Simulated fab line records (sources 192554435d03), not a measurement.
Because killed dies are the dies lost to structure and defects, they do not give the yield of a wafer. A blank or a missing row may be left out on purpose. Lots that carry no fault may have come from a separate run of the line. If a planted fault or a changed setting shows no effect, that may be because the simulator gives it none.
A struck lot beside a sound one | flow n5Finfet | 15 steps out of a route of 1938
Sound: the wafers L329.3, L329.4, L329.5. Struck: wafer L330.4 (left out: L330.3, a lot-mate that was not struck); the cause follows at the end.
Each step with rows lists, per side, the tool, then ch with its chambers, then its first start. Under that, the readings that differ: sound wafers | struck wafers | difference of the means | sigmas: that difference in standard deviations of wafers without a fault.
alike: a reading whose means differ by less than 2 such deviations, as well as words and numbers matching on both sides. not compared: withheld readings; readings where some wafer has no value; bounds like >300 that might hide an equal value; numbers whose values overlap and for which the record gives no deviation.
A row with sigmas, a row that says differs or no value, or rows on one side alone: a step with any of these is where the two part. Numbers that have no deviation but don't overlap get no sigmas and don't part them. A reading missing from all wafers of one side parts the sides only when that side holds two or more wafers.

first, 3 steps without rows for these wafers: N5_SDB_PRECLEAN_38 (cleans in dHF, time 10 s); N5_SDB_PRECLEAN_39 (cleans in O3/DIW, time 45 s); N5_SDB_SRD_28 (time 30 s).
N5_SDB_ALD_29: deposits SiNx, target thk 30 nm, pulse time 1 s, ald cycles 600.
  sound on aldSin-04 ch 0,3, day 6 12:11; struck on aldSin-02 ch 3, day 6 22:22
  alike: heaterPowerOuterW, heaterPowerW, precursorPulseHeightRel
N5_SDB_CMP_30: polishes, stops on poly-Si, t overpolish 1.54 s, target thk 30 nm.
  sound on cmp-01 ch 0,2,3, day 6 15:00; struck on cmp-04 ch 2, day 7 01:06
  alike: motorCurrentA, overpolishRunS, platenRpm, slurryFilterDpKPa, timeToEndpointS
N5_SDB_THK_MEAS_31:
  struck on filmMetro-01, day 7 01:24; sound on filmMetro-01, day 6 15:13
  alike: SDB_THK
N5_SDB_INSPECT_36: inspects for defects (darkfield).
  struck on defectInspect-02, day 7 01:25; sound on defectInspect-02, day 6 15:14
  alike: rawDefectCount
N5_DUMMY_REMOVAL_HM_STRIP_01: strips SiNx in CH3F/O2, stops on poly-Si, target depth 4 nm, time 6.8 s.
  sound on rieDiel-03 ch 0,2,3, day 6 15:17; struck on rieDiel-06 ch 0, day 7 01:28
  alike: biasW, drypumpMotorCurrentA, oesProductAu, rfVppV, showerheadPlenumPTorr, throttleValvePct
  not compared: rfHoursCounterH
N5_DUMMY_REMOVAL_STRIP_10: strips in N2/H2, time 40 s.
  sound on rieDiel-03 ch 0,2,3, day 6 15:19; struck on rieDiel-06 ch 0, day 7 01:29
  alike: drypumpMotorCurrentA, oesProductAu, rfVppV, showerheadPlenumPTorr, throttleValvePct
  not compared: rfHoursCounterH
then, 2 steps without rows for these wafers: N5_DUMMY_REMOVAL_PRECLEAN_07 (cleans in dHF, time 30 s); N5_DUMMY_REMOVAL_DUMMY_REMOVE_02 (chemistry TMAH, target poly-Si, stops on SiO2, target depth 142 nm, time 57 s, rinse time 30 s).
N5_DUMMY_REMOVAL_INSPECT_06: inspects for defects (brightfield).
  struck on defectInspect-02, day 7 01:39; sound on defectInspect-02, day 6 15:28
  alike: rawDefectCount
N5_DUMMY_REMOVAL_PRECLEAN_08: cleans in NF3:NH3, afs cycles 2, time 20 s, sublimation time 60 s.
  sound on remotePlasma-01 ch 0, day 6 15:34; struck on remotePlasma-02 ch 0, day 7 01:45
reading   | sound    | struck | difference | sigmas
timeS (s) | 20 20 20 | 17.509 | -2.491     | 
  alike: rfPowerW
then, 1 step without rows for these wafers: N5_DUMMY_REMOVAL_PRECLEAN_04 (cleans in DHF, time 37 s).
-- here the record skips 8 days between the struck wafers' starts before and after, leaving off in module DUMMY_REMOVAL and picking up in module PASSIVATION (first step shown: number 1936 of the route) --
N5_PASSIVATION_PROBE_49:
  struck on prober-01, day 14 15:38; sound on prober-02, day 14 20:51
  alike: killed_at_M0_to_M3, killed_at_M4_up, killedAtContacts, killedAtFrontEnd, killedAtOther, killedDies, killedOpen, killedShort

WHERE THEY PART
Nowhere in this record.

WHY: what had been put in by the simulator
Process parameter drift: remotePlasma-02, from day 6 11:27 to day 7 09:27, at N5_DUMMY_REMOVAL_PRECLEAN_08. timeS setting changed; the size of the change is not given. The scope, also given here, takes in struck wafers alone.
